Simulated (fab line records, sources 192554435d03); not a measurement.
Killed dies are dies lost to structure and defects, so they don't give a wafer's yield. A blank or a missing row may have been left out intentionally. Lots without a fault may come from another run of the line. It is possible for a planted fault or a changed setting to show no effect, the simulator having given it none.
fab line records -- flow n5Finfet
record lots=5, wafers=14, lastDay=17
route steps=1938 shown BEOL_M14@1718 PASSIVATION@1936
lots untouched by any fault: they come from a run of this same line in which no faults occurred
startH: start of the lot's first displayed wafer, in hours after the record's first day -- waitH: hours elapsed since this lot's preceding step -- " as in the row above -- L1.1+2: several wafers, shown together as one row -- - no value present, or no start provided -- * or withheld: withheld -- < > ~ a bound
route shown NAME@n: NAME is a module with steps in the file, n the number in the route of the first one -- usual: mean/standard deviation of fault-free wafers -- same: alike in all rows -- chamber/n: place in a boat -- sites: each site's reading -- _std_site: the values' standard deviation -- _edge_site: the outer-site mean with the inner-site mean subtracted -- radiusMm: for every site, how far away it sits from the centre of the wafer -- mask NAME#n: copy n -- behind: tool/chamber where the wafer was last shaped -- hold: why the lot went on hold/how many hours it stayed there/how the hold came to an end -- device: whichever transistor did not switch (one of n, p or np) -- end of line: the same wafers' tests at the end of the route -- where a step has no rows: the recipe by itself -- killed: dies that structure and defects cost at the first sort, which is not the same as the wafer's yield -- map: shows each die of a wafer: x if killed, . if not, _ if none is there
set.NAME: the setting as run; set.NAME@STEP: as run at that earlier step -- model.NAME: the simulator's own value behind a step, which no gauge read
a table for each step, a row for each wafer; lots at some steps of the route
services: when a tool's chamber went out of use (startH, in hours from the record's first day, below 0 if earlier), for how many hours, and the reason
## steps
# step N5_BEOL_M14_COAT_58
# recipe resist=BARC, tempC=205, timeS=60, spinRpm=1500, resistThkNm=89
# step N5_BEOL_M14_COAT_04
# recipe spinRpm=1704, resistThkNm=800
# step N5_BEOL_M14_EBR_06
# recipe solvent=PGMEA, ebrWidthMm=1.5
# step N5_BEOL_M14_SOFTBAKE_05
# recipe tempC=130, timeS=60
# step N5_BEOL_M14_EXPOSE_07
# recipe maskId=V13, na=0.8, sourceShape=annular, sigmaInner=0.5, sigmaOuter=0.8, polarization=unpolarized, attpsmPhaseDeg=180, doseMj=57
# step N5_BEOL_M14_PEB_08
# recipe pebTempC=130, pebTimeS=90
# step N5_BEOL_M14_DEVELOP_09
# recipe developTimeS=45, rinseLiquid=diw, dry=airSpin, devTempC=21
# step N5_BEOL_M14_HARDBAKE_14
# recipe tempC=130, timeS=120
# step N5_BEOL_M14_CD_MEAS_10
# recipe targetCdNm=250, landingEnergyEv=500, detector=seInlens, polarity=opening
# usual cdNm=250.5/2.5
lot.wafer,tool,chamber,startH,waitH,cdNm
L866.1,cdSem-01,0,249.88,-,248.4
L866.2,cdSem-01,0,249.88,-,252.9
L866.5,cdSem-01,0,249.88,-,250.8
L867.1,cdSem-02,0,266.36,-,252.9
L867.2,cdSem-02,0,266.36,-,252.6
L867.6,cdSem-02,0,266.36,-,251.1
L872.2,cdSem-03,0,293.19,-,251.5
L872.4,cdSem-03,0,293.19,-,251.7
L872.5,cdSem-03,0,293.19,-,251.4
L883.4,cdSem-01,0,368.19,-,251.4
L883.6,cdSem-01,0,368.19,-,252.1
L885.1,cdSem-03,0,386.83,-,249.7
L885.2,cdSem-03,0,386.83,-,250.5
L885.6,cdSem-03,0,386.83,-,250.2
# step N5_BEOL_M14_OVL_MEAS_11
# recipe pointsPerWafer=44
# usual V13_OVL=5/5.3
lot.wafer,tool,chamber,startH,waitH,V13_OVL[nm]
L866.1,overlay-02,0,249.92,0.0,16
L866.2,overlay-02,0,249.92,0.0,4
L866.5,overlay-02,0,249.92,0.0,13
L867.1,overlay-01,0,266.39,0.0,-5
L867.2,overlay-01,0,266.39,0.0,-4
L867.6,overlay-01,0,266.39,0.0,1
L872.2,overlay-02,0,293.22,0.0,9
L872.4,overlay-02,0,293.22,0.0,12
L872.5,overlay-02,0,293.22,0.0,-1
L883.4,overlay-02,0,368.21,0.0,2
L883.6,overlay-02,0,368.21,0.0,6
L885.1,overlay-01,0,386.86,0.0,5
L885.2,overlay-01,0,386.86,0.0,8
L885.6,overlay-01,0,386.86,0.0,1
# step N5_BEOL_M14_INSPECT_12
# recipe mode=adi, inspectInstrument=macro
# usual rawDefectCount=2.0/1.4
lot.wafer,tool,chamber,startH,waitH,rawDefectCount
L866.1,defectInspect-01,-,249.94,0.0,0
L866.2,defectInspect-01,-,249.94,0.0,3
L866.5,defectInspect-01,-,249.94,0.0,0
L867.1,defectInspect-02,-,266.42,0.0,1
L867.2,defectInspect-02,-,266.42,0.0,6
L867.6,defectInspect-02,-,266.42,0.0,2
L872.2,defectInspect-02,-,293.25,0.0,3
L872.4,defectInspect-02,-,293.25,0.0,2
L872.5,defectInspect-02,-,293.25,0.0,4
L883.4,defectInspect-01,-,368.24,0.0,1
L883.6,defectInspect-01,-,368.24,0.0,3
L885.1,defectInspect-02,-,386.89,0.0,0
L885.2,defectInspect-02,-,386.89,0.0,1
L885.6,defectInspect-02,-,386.89,0.0,3
# step N5_BEOL_M14_DESCUM_15
# recipe chemistry=O2, timeS=7.9, sourcePowerW=50, biasPowerW=20, pressureMtorr=20, rfFrequencyHz=2.712e+07, tempC=40, o2FlowSccm=225
# usual biasPowerW=20.01/0.056, drypumpMotorCurrentA=5.5/0.42, oesProductAu=0.81/0.081, rfVppV=243.8/1.4, showerheadPlenumPTorr=2.13/0.078, throttleValvePct=20.46/0.24
lot.wafer,tool,chamber,startH,waitH,biasPowerW,drypumpMotorCurrentA,oesProductAu,rfHoursCounterH,rfVppV,showerheadPlenumPTorr,throttleValvePct
L866.1,rieDiel-05,0,249.97,0.0,20.01,4.7,0.84,65,243.8,2.13,20.21
L866.2,rieDiel-05,3,249.97,0.0,20.03,6.3,0.86,48,242.6,2.07,20.05
L866.5,rieDiel-05,1,249.97,0.0,20.01,5.6,0.76,-,243.7,2.04,20.73
L867.1,rieDiel-05,3,266.45,0.0,20.03,6.3,0.86,54,244.0,2.06,20.08
L867.2,rieDiel-05,0,266.45,0.0,20.01,4.7,0.83,71,242.7,2.13,20.19
L867.6,rieDiel-05,0,266.45,0.0,20.00,4.7,0.83,-,243.7,2.13,20.20
L872.2,rieDiel-01,3,293.28,0.0,19.87,5.6,0.73,152,243.9,2.10,20.31
L872.4,rieDiel-01,1,293.28,0.0,19.96,5.0,0.97,5,245.7,2.15,20.42
L872.5,rieDiel-01,1,293.28,0.0,19.89,5.0,0.97,-,243.6,2.15,20.41
L883.4,rieDiel-01,1,368.27,0.0,20.01,5.0,0.88,34,242.6,2.14,20.47
L883.6,rieDiel-01,3,368.27,0.0,20.10,5.6,0.71,-,243.2,2.09,20.36
L885.1,rieDiel-03,0,386.92,0.0,20.14,5.5,0.99,4,245.7,2.22,20.46
L885.2,rieDiel-03,2,386.92,0.0,20.06,6.0,0.78,114,245.2,2.20,20.31
L885.6,rieDiel-03,0,386.92,0.0,20.03,5.5,1.00,-,246.1,2.22,20.46
# step N5_BEOL_M14_ETCH_59
# recipe chemistry=N2/H2, target=BARC, targetDepthA=890, overetchA=267, timeS=67.9, ionEnergyEv=200, pressureMtorr=30, sourceW=840, biasW=150, n2FlowSccm=200, h2FlowSccm=200
# usual drypumpMotorCurrentA=5.5/0.43, h2FlowSccm=200.0/0.61, oesProductAu=0.69/0.062, rfVppV=525.0/2.8, showerheadPlenumPTorr=2.58/0.098, throttleValvePct=17.8/0.32
lot.wafer,tool,chamber,startH,waitH,drypumpMotorCurrentA,h2FlowSccm,oesProductAu,rfHoursCounterH,rfVppV,showerheadPlenumPTorr,throttleValvePct,model.coat_of_BEOL_M14_COAT_04.thkNm
L866.1,rieDiel-05,0,250.01,0.0,4.7,200.4,0.71,65,525.6,2.58,17.5,719.4
L866.2,rieDiel-05,3,250.01,0.0,6.3,201.0,0.75,48,522.8,2.45,17.2,723.4
L866.5,rieDiel-05,1,250.01,0.0,5.6,201.2,0.66,-,520.8,2.43,17.9,721.6
L867.1,rieDiel-05,3,266.49,0.0,6.3,199.6,0.73,54,522.0,2.45,17.2,718.2
L867.2,rieDiel-05,0,266.49,0.0,4.7,198.9,0.71,71,524.6,2.58,17.5,719.2
L867.6,rieDiel-05,0,266.49,0.0,4.7,199.1,0.70,-,524.4,2.58,17.5,718.2
L872.2,rieDiel-01,3,293.32,0.0,5.6,199.7,0.63,152,523.1,2.53,17.6,720.4
L872.4,rieDiel-01,1,293.32,0.0,5.0,200.3,0.80,5,526.3,2.62,18.0,714.6
L872.5,rieDiel-01,1,293.32,0.0,5.0,200.2,0.80,-,526.7,2.62,18.0,711.6
L883.4,rieDiel-01,1,368.30,0.0,5.1,199.4,0.74,34,525.3,2.60,18.1,721
L883.6,rieDiel-01,3,368.30,0.0,5.6,200.5,0.62,-,523.9,2.52,17.6,689.8
L885.1,rieDiel-03,0,386.95,0.0,5.6,200.1,0.83,4,527.7,2.72,18.1,720.6
L885.2,rieDiel-03,2,386.95,0.0,6.0,200.3,0.68,114,527.1,2.64,17.5,718.6
L885.6,rieDiel-03,0,386.95,0.0,5.5,200.0,0.83,-,528.7,2.72,18.0,720
# step N5_BEOL_M14_VIA_ETCH_16
# recipe chemistry=C4F8/O2/Ar, target=SiO2, heInnerTorr=15, heOuterTorr=30, targetDepthA=12313, timeS=withheld, ionEnergyEv=800, pressureMtorr=20, sourceW=1905, biasW=2040, Ar_flow_sccm=400, C4F8_flow_sccm=16, O2_flow_sccm=12, ends=cleared
# usual drypumpMotorCurrentA=5.5/0.43, mfcArSccm=399.9/1.3, oes_f_703_au=0.81/0.084, oesProductAu=0.73/0.072, rfVppV=2235/57, showerheadPlenumPTorr=3.50/0.12, throttleValvePct=30.95/0.25
lot.wafer,tool,chamber,startH,waitH,drypumpMotorCurrentA,mfcArSccm,oes_f_703_au,oesProductAu,rfVppV,showerheadPlenumPTorr,throttleValvePct,model.coat_of_BEOL_M14_COAT_04.thkNm
L866.1,rieDiel-05,0,250.06,0.0,4.7,400.2,0.84,0.75,2182,3.51,30.72,467
L866.2,rieDiel-05,3,250.06,0.0,6.3,399.6,0.85,0.78,2273,3.41,30.59,453.4
L866.5,rieDiel-05,1,250.06,0.0,5.6,399.1,0.78,0.69,2321,3.30,30.82,456
L867.1,rieDiel-05,3,266.54,0.0,6.3,400.5,0.83,0.77,2274,3.40,30.61,451.4
L867.2,rieDiel-05,0,266.54,0.0,4.7,402.3,0.84,0.75,2182,3.50,30.70,462.6
L867.6,rieDiel-05,0,266.54,0.0,4.7,400.9,0.83,0.75,2180,3.50,30.72,462.2
L872.2,rieDiel-01,3,293.37,0.0,5.6,400.0,0.73,0.67,2242,3.44,30.62,454.2
L872.4,rieDiel-01,1,293.37,0.0,5.0,401.5,0.96,0.87,2138,3.52,31.08,452
L872.5,rieDiel-01,1,293.37,0.0,5.0,398.9,0.97,0.87,2138,3.52,31.07,450.8
L883.4,rieDiel-01,1,368.36,0.0,5.0,401.0,0.89,0.80,2137,3.51,31.10,456.8
L883.6,rieDiel-01,3,368.36,0.0,5.6,400.2,0.71,0.64,2240,3.43,30.65,411.4
L885.1,rieDiel-03,0,387.01,0.0,5.5,399.1,0.92,0.87,2234,3.66,31.18,458.8
L885.2,rieDiel-03,2,387.01,0.0,6.0,401.6,0.80,0.72,2277,3.61,30.88,456.6
L885.6,rieDiel-03,0,387.01,0.0,5.5,398.4,0.92,0.87,2234,3.66,31.17,452.8
# step N5_BEOL_M14_STRIP_63
# recipe chemistry=O2, powerW=600, tempC=60, pressureMtorr=30, rfFrequencyHz=6e+07, biasPowerW=0, overashFraction=0.3, o2FlowSccm=225
# usual drypumpMotorCurrentA=5.5/0.43, oesProductAu=0.81/0.081, rfVppV=3.6/0.89, showerheadPlenumPTorr=2.14/0.078, throttleValvePct=16.69/0.23
# same biasPowerW=0
lot.wafer,tool,chamber,startH,waitH,drypumpMotorCurrentA,oesProductAu,rfHoursCounterH,rfVppV,showerheadPlenumPTorr,throttleValvePct
L866.1,rieDiel-05,0,-,-,4.7,0.81,66,5.9,2.13,16.43
L866.2,rieDiel-05,3,-,-,6.3,0.86,48,4.6,2.07,16.29
L866.5,rieDiel-05,1,-,-,5.6,0.74,-,2.8,2.04,16.92
L867.1,rieDiel-05,3,-,-,6.3,0.86,54,3.7,2.07,16.30
L867.2,rieDiel-05,0,-,-,4.7,0.82,71,3.7,2.13,16.46
L867.6,rieDiel-05,0,-,-,4.7,0.81,-,5.0,2.13,16.43
L872.2,rieDiel-01,3,-,-,5.6,0.73,153,4.3,2.11,16.60
L872.4,rieDiel-01,1,-,-,5.1,0.96,5,3.6,2.15,16.61
L872.5,rieDiel-01,1,-,-,5.1,0.95,-,2.6,2.15,16.59
L883.4,rieDiel-01,1,-,-,5.0,0.88,34,2.7,2.14,16.65
L883.6,rieDiel-01,3,-,-,5.6,0.71,-,2.9,2.10,16.64
L885.1,rieDiel-03,0,-,-,5.5,0.98,4,3.4,2.23,16.64
L885.2,rieDiel-03,2,-,-,6.0,0.77,114,4.7,2.20,16.57
L885.6,rieDiel-03,0,-,-,5.5,1.01,-,3.4,2.23,16.63
# step N5_PASSIVATION_PROBE_49
# usual defectLimitedYield=91.0/1.4, killed_at_M0_to_M3=35/10, killed_at_M4_up=14/5.5, killedAtContacts=13/5.6, killedAtFrontEnd=41/11, killedAtOther=4/3.4, killedDies=106/16, killedOpen=68/12, killedShort=35/7.3, sort_bin_4_leakage=0.3/2.1, sort_bin_5_function=5.3/0.89, sort_bin_6_memory=3.4/0.67, sort_bin_8_speed=0.01/0.11, sortNPass=1070/28, sortYieldPct=90.7/2.4
# same grossDies=1180, killedAtBackSide=0
lot.wafer,tool,chamber,startH,waitH,defectLimitedYield[%],killed_at_M0_to_M3,killed_at_M4_up,killedAtContacts,killedAtFrontEnd,killedAtOther,killedDies,killedOpen,killedShort,sort_bin_4_leakage[%],sort_bin_5_function[%],sort_bin_6_memory[%],sort_bin_8_speed[%],sortNPass,sortYieldPct[%]
L883.4,prober-01,-,398.18,0.2,92.3,26,14,12,34,5,91,56,31,0,4.5,3.0,0,1089,92.3
L883.6,prober-01,-,398.28,0.3,92.9,10,19,9,36,10,84,45,36,0.8,4.7,2.0,0,1086,92.0
# killed by level:class
L883.4 MOL_CONTACT_COAG:geometricParticle:open=10 BEOL_M0_SAQP:geometricParticle:open=9 STI_FIN_REVEAL:geometricParticle:open=6 FIN_SAQP:geometricParticle:short=5 FIN_SAQP:geometricParticle:open=4 GATE_CUT:geometricParticle:short=4 BEOL_M2:geometricParticle:open=4 BEOL_M3:geometricParticle:open=4
L883.6 GATE_CUT:geometricParticle:short=9 MOL_CONTACT_COAG:geometricParticle:open=7 FIN_SAQP:geometricParticle:short=5 BEOL_M4:geometricParticle:short=5 PASS1_DEP:geometricParticle:short=5 STARTING-WAFER:geometricParticle:open=5 DUMMY_GATE:geometricParticle:open=4 BEOL_M7:geometricParticle:open=3
## services
tool,chamber,startH,hours,kind
rieDiel-01,3,233.35,4.4,repair
rieDiel-05,2,248.24,5.7,repair
rieDiel-01,1,255.78,-,clean
rieDiel-01,1,255.78,-,consumableReplace:focusRing
rieDiel-01,1,255.78,26.3,scheduledDown
rieDiel-01,1,255.78,26.3,ventCycle
rieDiel-03,1,260.43,9.6,repair
rieDiel-03,3,273.20,6.0,repair
rieDiel-05,-,280.28,28.1,pm
rieDiel-03,1,316.51,4.1,repair
rieDiel-03,2,343.20,4.2,repair
rieDiel-03,0,353.85,-,clean
rieDiel-03,0,353.85,-,consumableReplace:focusRing
rieDiel-03,0,353.85,-,consumableReplace:showerhead
rieDiel-03,0,353.85,22.0,scheduledDown
rieDiel-03,0,353.85,22.0,ventCycle
## key
firstSign none at tools or gauges
modelEffect step=N5_BEOL_M14_ETCH_59, value=coat_of_BEOL_M14_COAT_04.thkNm, without=724.6, struck=689.8
modelEffect step=N5_BEOL_M14_VIA_ETCH_16, value=coat_of_BEOL_M14_COAT_04.thkNm, without=446.2, struck=411.4
metAt N5_BEOL_M14_ETCH_59
struckWafers L883.6
onsetBetween 293.32 368.30
fault kind=processParameterDrift, tool=rieDiel-01, chamber=-, onsetH=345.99, steps=N5_BEOL_M14_ETCH_59, channel=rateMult, offset=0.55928, shape=step, endH=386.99, scope=struckWafersOnly
